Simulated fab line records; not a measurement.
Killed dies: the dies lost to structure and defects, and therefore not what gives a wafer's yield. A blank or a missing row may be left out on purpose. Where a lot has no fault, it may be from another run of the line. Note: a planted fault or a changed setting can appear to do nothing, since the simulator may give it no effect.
2 desks, one fault || flow nand harc || each desk holds nothing but its own numbers, with what lay behind them at the end

## DESK OF THE TOOL OWNER: rie diel-06
The tool's own readings at NHARC_A_BONDPAD_ETCH_24 (etches the open film in CF4/N2, target depth 30 nm, time 72.99 s): means of the sampled wafers that have a number, for each lot that ran on this tool. A lot is out of limits, marked OUT, if its mean lies more than 4 standard deviations from the usual mean; the brackets give that distance.
Columns: A = drypump motor current A at NHARC_A_BONDPAD_ETCH_24, usual 5.6 A; B = oes product au at NHARC_A_BONDPAD_ETCH_24, usual 1.007 a.u.; C = rf vpp V at NHARC_A_BONDPAD_ETCH_24, usual 314.9 V; D = showerhead plenum p Torr at NHARC_A_BONDPAD_ETCH_24, usual 2.68 Torr; E = throttle valve pct at NHARC_A_BONDPAD_ETCH_24, usual 19.795 %
{"lot": "L775", "first seen here": "day 19 14:31", "A": 5.6, "B": 1.008, "C": 316.3, "D": 2.76, "E": 19.794}
{"lot": "L777", "first seen here": "day 19 15:32", "A": 5.1, "B": 0.994, "C": 315.1, "D": 2.66, "E": 19.799}
{"lot": "L778", "first seen here": "day 19 18:05", "A": 5.4, "B": 1.008, "C": 315.7, "D": 2.71, "E": 19.801}
{"lot": "L786", "first seen here": "day 22 17:23", "A": 5.1, "B": "0.962 (-4.5) OUT", "C": 314.6, "D": 2.66, "E": 19.783}
{"lot": "L785", "first seen here": "day 22 20:04", "A": 5.5, "B": 0.970, "C": 315.3, "D": 2.71, "E": 19.795}
This desk's verdict: out of limits on L786, starting with L786 at day 22 17:23 (oes product au at NHARC_A_BONDPAD_ETCH_24). L775, L777, L778, L785 stayed within limits.

## FROM THE METROLOGY DESK
Lot by lot, what the gauges showed, no matter which tool ran the lot: averages of those sampled wafers that carry a number. A lot is out of limits, marked OUT, if its mean lies more than 4 standard deviations from the usual mean; the brackets give that distance.
Columns: A = thk nm at NHARC_A_M1_THK_MEAS_24, usual 153.6 nm
{"lot": "L771", "first seen here": "day 18 07:26", "A": 156.4}
{"lot": "L772", "first seen here": "day 18 11:10", "A": 155.2}
{"lot": "L774", "first seen here": "day 18 12:32", "A": 153.3}
{"lot": "L773", "first seen here": "day 18 13:46", "A": 154.0}
{"lot": "L776", "first seen here": "day 19 07:57", "A": 154.5}
{"lot": "L775", "first seen here": "day 19 11:38", "A": 152.0}
{"lot": "L777", "first seen here": "day 19 12:38", "A": 152.2}
{"lot": "L778", "first seen here": "day 19 15:13", "A": 152.6}
{"lot": "L787", "first seen here": "day 22 13:37", "A": 153.8}
{"lot": "L786", "first seen here": "day 22 13:46", "A": 151.4}
{"lot": "L785", "first seen here": "day 22 16:13", "A": 153.7}
{"lot": "L791", "first seen here": "day 22 23:11", "A": 153.5}
Result from this desk: across the 12 lots, nothing is out of limits.

## TAKEN TOGETHER
An alarm could have come from the tool owner's desk at day 22 17:23, on L786.
Metrology desk: nothing out of limits seen.
The metrology desk holds a record of L786, inside its limits.
Of the lots named, all ran NHARC_A_BONDPAD_ETCH_24 on rie diel-06.

## WHAT THE SIMULATOR HAD PUT IN
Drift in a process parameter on rie diel-06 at NHARC_A_BONDPAD_ETCH_24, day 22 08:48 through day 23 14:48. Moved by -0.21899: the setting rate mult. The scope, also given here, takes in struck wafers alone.
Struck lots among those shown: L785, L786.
Delay in hours, fault start to first out-of-limits reading, by desk: the tool owner's desk at 9.
